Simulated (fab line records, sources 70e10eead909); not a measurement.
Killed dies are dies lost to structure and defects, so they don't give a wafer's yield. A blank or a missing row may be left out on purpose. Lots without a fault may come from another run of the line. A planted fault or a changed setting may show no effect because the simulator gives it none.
fab line records | flow nand_harc
record lots=6 wafers=18 last_day=26
route steps=1159 shown P_START@1 P_ZERO_WELL@2
lots that met no fault: from a run of the same line without faults
start_h: hours from the record's first day to the start of the lot's first wafer shown | wait_h: hours since the lot's step before | " the same as in the row above | L1.1+2: a row that stands for several wafers | - no value, or no start given | * or withheld: withheld | < > ~ a bound
route shown NAME@n: a module of which the file shows steps, and the number in the route of the first | usual: mean/standard deviation of fault-free wafers | same: alike in all rows | chamber/n: place in a boat | sites: the reading at each site | _std_site: their standard deviation | _edge_site: outer sites' mean less inner sites' | radius_mm: how far each site lies from the wafer's centre | mask NAME#n: copy n | behind: the tool/chamber that last shaped the wafer | hold: why the lot was held/for how many hours/how that ended | device: the transistor (n, p or np) that didn't switch | end of line: the same wafers' tests at the end of the route | a step without rows: its recipe alone | killed: dies lost to structure and defects at the first sort, not the wafer's yield | map: a wafer's dies, x killed, . not, _ none there
set.NAME: the setting as run; set.NAME@STEP: as run at that earlier step | model.NAME: the simulator's own value behind a step, which no gauge read
lots at some steps of the route; a table a step, a row a wafer
services: from which hour (start_h, from the record's first day; less than 0 if before it) a tool's chamber was out of use, for how many hours, and why
## steps
# step NHARC_P_START_INSPECT_01
# usual raw_defect_count=3.5/1.8
# columns lot.wafer tool chamber start_h wait_h raw_defect_count
L891.1 defect_inspect-01 - 18.04 - 5
L891.2 " - " " 5
L891.6 " - " " 2
L892.2 defect_inspect-01 - 24.04 - 7
L892.5 " - " " 1
L892.6 " - " " 2
L902.1 defect_inspect-01 - 84.04 - 2
L902.4 " - " " 4
L902.5 " - " " 0
L904.3 defect_inspect-02 - 96.04 - 3
L904.4 " - " " 5
L904.6 " - " " 6
L912.1 defect_inspect-01 - 144.04 - 3
L912.4 " - " " 5
L912.5 " - " " 6
L913.1 defect_inspect-02 - 150.04 - 7
L913.3 " - " " 5
L913.5 " - " " 5
# step NHARC_P_ZERO_WELL_PRECLEAN_00
# recipe time_s=600 temp_c=120 chemistry=SPM
# step NHARC_P_ZERO_WELL_SRD_01
# step NHARC_P_ZERO_WELL_PECVD_02
# recipe target_thk_a=100 temp_c=400 pressure_torr=6.5 rf_w=withheld teos_flow_sccm=withheld flow_sccm=2650 target_thk_nm=10 gas=O2 material=SiO2
# step NHARC_P_ZERO_WELL_DEHYDRATE_03
# recipe temp_c=150 time_s=120
# step NHARC_P_ZERO_WELL_HMDS_04
# recipe time_s=30
# step NHARC_P_ZERO_WELL_COAT_64
# recipe temp_c=200 time_s=65
# step NHARC_P_ZERO_WELL_COAT_05
# recipe spin_rpm=2000 resist_thk_nm=600
# step NHARC_P_ZERO_WELL_SOFTBAKE_06
# recipe temp_c=125 time_s=70
# usual heater_power_total_W=200.9/1.4
# columns lot.wafer tool chamber start_h wait_h heater_power_total_W
L891.1 litho_track-02 0 19 - 198.9
L891.2 " 0 " " 200.4
L891.6 " 0 " " 199.2
L892.2 litho_track-07 0 24 - 201.9
L892.5 " 0 " " 202.4
L892.6 " 0 " " 202.5
L902.1 litho_track-03 0 84 - 187.9
L902.4 " 0 " " 188.1
L902.5 " 0 " " 188.0
L904.3 litho_track-03 0 96 - 187.2
L904.4 " 0 " " 187.5
L904.6 " 0 " " 187.9
L912.1 litho_track-07 0 144 - 199.8
L912.4 " 0 " " 200.0
L912.5 " 0 " " 199.1
L913.1 litho_track-07 0 150 - 202.6
L913.3 " 0 " " 198.9
L913.5 " 0 " " 202.6
# step NHARC_P_ZERO_WELL_EBR_07
# step NHARC_P_ZERO_WELL_EXPOSE_08
# recipe na=0.55 target_cd_nm=500 dose_mj=33.8 mask_id=P_ZERO
# step NHARC_P_ZERO_WELL_PEB_09
# recipe peb_temp_c=128 peb_time_s=80
# step NHARC_P_ZERO_WELL_DEVELOP_10
# recipe time_s=50 dev_temp_c=22
# step NHARC_P_ZERO_WELL_CD_MEAS_11
# recipe target_cd_nm=500 landing_energy_ev=500
# usual cd_nm=501.7/1.8
# columns lot.wafer tool chamber start_h wait_h cd_nm
L891.1 cd_sem-01 0 19.42 - 502.2
L891.2 " 0 " " 503.8
L891.6 " 0 " " 503.3
L892.2 cd_sem-03 0 25.24 - 503.1
L892.5 " 0 " " 500.0
L892.6 " 0 " " 502.9
L902.1 cd_sem-01 0 85.36 - 487.3
L902.4 " 0 " " 490.1
L902.5 " 0 " " 490.8
L904.3 cd_sem-02 0 97.16 - 490.2
L904.4 " 0 " " 488.1
L904.6 " 0 " " 494.3
L912.1 cd_sem-02 0 145.24 - 501.4
L912.4 " 0 " " 500.1
L912.5 " 0 " " 502.4
L913.1 cd_sem-01 0 151.24 - 503.8
L913.3 " 0 " " 503.9
L913.5 " 0 " " 501.8
# step NHARC_P_ZERO_WELL_HARDBAKE_12
# recipe temp_c=118 time_s=65
## services
# columns tool chamber start_h hours kind
litho_track-07 - 14.00 7.0 pm
litho_track-03 - 38.00 7.0 pm
## key
first_sign step=NHARC_P_ZERO_WELL_SOFTBAKE_06 reading=heater_power_total_W direction=down sigmas=9.6 usual=* struck=*
effect step=NHARC_P_ZERO_WELL_CD_MEAS_11 reading=cd_nm direction=down sigmas=6.5 usual=501.7 struck=490.1
met_at NHARC_P_ZERO_WELL_SOFTBAKE_06
struck_wafers L902.1,L902.4,L902.5,L904.3,L904.4,L904.6
tester_left_out L902,L904
fault kind=process_parameter_drift tool=litho_track-03 chamber=- onset_h=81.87 steps=NHARC_P_ZERO_WELL_SOFTBAKE_06 channel=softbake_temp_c offset=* shape=step end_h=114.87 acts_in=* stated=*
# tester_left_out: of these lots the tester's yield and bins aren't shown, on N5 and GAA mostly nor the transistor test; their killed dies are dies lost to structure and defects alone, not to doping, threshold or leakage, so they don't give the yield
